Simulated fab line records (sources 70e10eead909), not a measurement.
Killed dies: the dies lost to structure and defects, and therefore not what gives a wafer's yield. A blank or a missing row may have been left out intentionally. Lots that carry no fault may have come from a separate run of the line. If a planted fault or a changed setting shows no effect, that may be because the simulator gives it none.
3 desks, one fault :: flow nand harc :: only its own numbers are on each desk; what lay behind them is given at the end

== DESK OF THE TOOL OWNER: pecvd-04 ==
The tool's own readings at NHARC_A_STAIRCASE_DEP_151 (deposits SiO2, target thk 7200 nm): means of the sampled wafers that have a number, for each lot that ran on this tool. The brackets show how far a lot's mean lies from the usual mean; more than 4 standard deviations puts the lot out of limits, marked OUT.
Columns: A = heater power w at NHARC_A_STAIRCASE_DEP_151, usual 703 W; B = rf fwd power W at NHARC_A_STAIRCASE_DEP_151, usual 499.4 W
lot: L423
first seen here: day 17 14:30
A: 683
B: 498.2

lot: L424
first seen here: day 18 13:07
A: 699
B: 500.1

lot: L427
first seen here: day 19 15:28
A: 740
B: 499.8

lot: L435
first seen here: day 22 18:37
A: 755
B: 499.4

lot: L442
first seen here: day 25 17:35
A: 713
B: 499.5

lot: L443
first seen here: day 25 21:38
A: 768
B: 500.6

lot: L446
first seen here: day 28 05:34
A: 723
B: 501.4
This desk's verdict: no lot among the 7 shows anything out of limits.

== THE DEFECT DESK ==
Inspection counts along the route, by lot: the mean over sampled wafers that carry a number. The brackets show how far a lot's mean lies from the usual mean; more than 4 standard deviations puts the lot out of limits, marked OUT.
Columns: A = raw defect count at NHARC_A_BONDPAD_INSPECT_23, usual 568; B = raw defect count at NHARC_HYBRID_BOND_INSPECT_06, usual 85
lot: L423
first seen here: day 23 01:27
A: 634
B: 54

lot: L425
first seen here: day 23 15:32
A: 565
B: 111

lot: L424
first seen here: day 23 17:09
A: 539
B: 62

lot: L426
first seen here: day 24 11:23
A: 510
B: 66

lot: L427
first seen here: day 25 04:14
A: 527
B: 100

lot: L434
first seen here: day 28 09:01
A: 552
B: 136

lot: L435
first seen here: day 28 20:10
A: 526
B: 80

lot: L439
first seen here: day 29 21:26
A: 646
B: 114

lot: L441
first seen here: day 30 13:14
A: 522
B: 128

lot: L442
first seen here: day 31 09:40
A: 442
B: 38

lot: L443
first seen here: day 31 10:59
A: 577
B: 143

lot: L445
first seen here: day 31 22:23
A: 703
B: 103

lot: L446
first seen here: day 34 01:37
A: 489
B: 80
This desk's verdict: no lot among the 13 shows anything out of limits.

== AT THE METROLOGY DESK ==
What the gauges read, lot by lot, whatever tool the lot ran on: means of the sampled wafers that have a number. The brackets show how far a lot's mean lies from the usual mean; more than 4 standard deviations puts the lot out of limits, marked OUT.
Columns: A = cd nm at NHARC_THIN_TSV_CD_MEAS_16, usual 1000.3 nm
lot: L423
first seen here: day 23 17:35
A: 999.2

lot: L425
first seen here: day 24 04:43
A: 999.1

lot: L424
first seen here: day 24 05:55
A: 1000.3

lot: L426
first seen here: day 25 03:50
A: 998.3

lot: L427
first seen here: day 25 18:49
A: 999.7

lot: L434
first seen here: day 28 22:10
A: 1001.7

lot: L435
first seen here: day 29 20:31
A: 1001.8

lot: L439
first seen here: day 30 11:10
A: 1001.1

lot: L441
first seen here: day 31 02:40
A: 1000.4

lot: L443
first seen here: day 32 03:31
A: 999.4

lot: L442
first seen here: day 32 04:52
A: 999.3

lot: L445
first seen here: day 32 12:43
A: 1000.3

lot: L446
first seen here: day 34 15:02
A: 1001.7
This desk's verdict: no lot among the 13 shows anything out of limits.

== TAKEN TOGETHER ==
The desk of the tool owner found nothing out of limits.
The defect desk saw nothing out of limits.
The metrology desk saw nothing out of limits.

== WHAT HAD BEEN PUT IN BY THE SIMULATOR ==
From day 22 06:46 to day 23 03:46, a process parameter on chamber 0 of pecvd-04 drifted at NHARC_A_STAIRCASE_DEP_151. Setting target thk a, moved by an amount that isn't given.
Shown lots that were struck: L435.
